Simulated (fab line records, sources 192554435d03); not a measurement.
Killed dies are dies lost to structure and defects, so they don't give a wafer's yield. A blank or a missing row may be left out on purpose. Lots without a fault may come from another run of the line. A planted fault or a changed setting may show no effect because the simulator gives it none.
Chamber matching | flow n5_finfet | N5_BEOL_M1_PRE_CLEAN_60 on cvd_co-01: 3 sister chambers
The step time 15 s. 6 wafers are shown with their chamber, then 12 later ones without.

WAFERS WITH THEIR CHAMBER
wafer  | chamber | heater_power_w (W)
L091.1 | 2       | 88
L091.2 | 0       | 65
L091.6 | 1       | 111
L093.1 | 2       | 86
L093.2 | 0       | 66
L093.3 | 1       | 115

WAFERS WITHOUT THEIR CHAMBER
wafer  | heater_power_w (W)
L095.1 | 64
L095.3 | 88
L095.6 | 87
L096.2 | 66
L096.3 | 88
L096.6 | 110
L097.1 | 64
L097.2 | 111
L097.3 | 85
L097.4 | 65
L097.5 | 111
L097.6 | 87

WHICH CHAMBER EACH WENT THROUGH
wafer  | from the rows above | in truth
L095.1 | 0                   | 0
L095.3 | 2                   | 2
L095.6 | 2                   | 2
L096.2 | 0                   | 0
L096.3 | 2                   | 2
L096.6 | 1                   | 1
L097.1 | 0                   | 0
L097.2 | 1                   | 1
L097.3 | 2                   | 2
L097.4 | 0                   | 0
L097.5 | 1                   | 1
L097.6 | 2                   | 2
Placed correctly: 12 of 12. Can't be placed from these rows: 0. Placed wrongly: 0.
How it was worked out, from the rows above alone: a wafer's distance from a chamber is the root of the sum, over the readings, of the square of ((its reading less the chamber's mean) divided by the reading's scatter). The wafer belongs to the nearest chamber; if the next one is less than 2 further off, it can't be placed. A chamber's mean is the mean of its shown wafers. The scatter: the root of (the sum of the squares of (reading less its chamber's mean) over the shown wafers, divided by (wafers less chambers)).
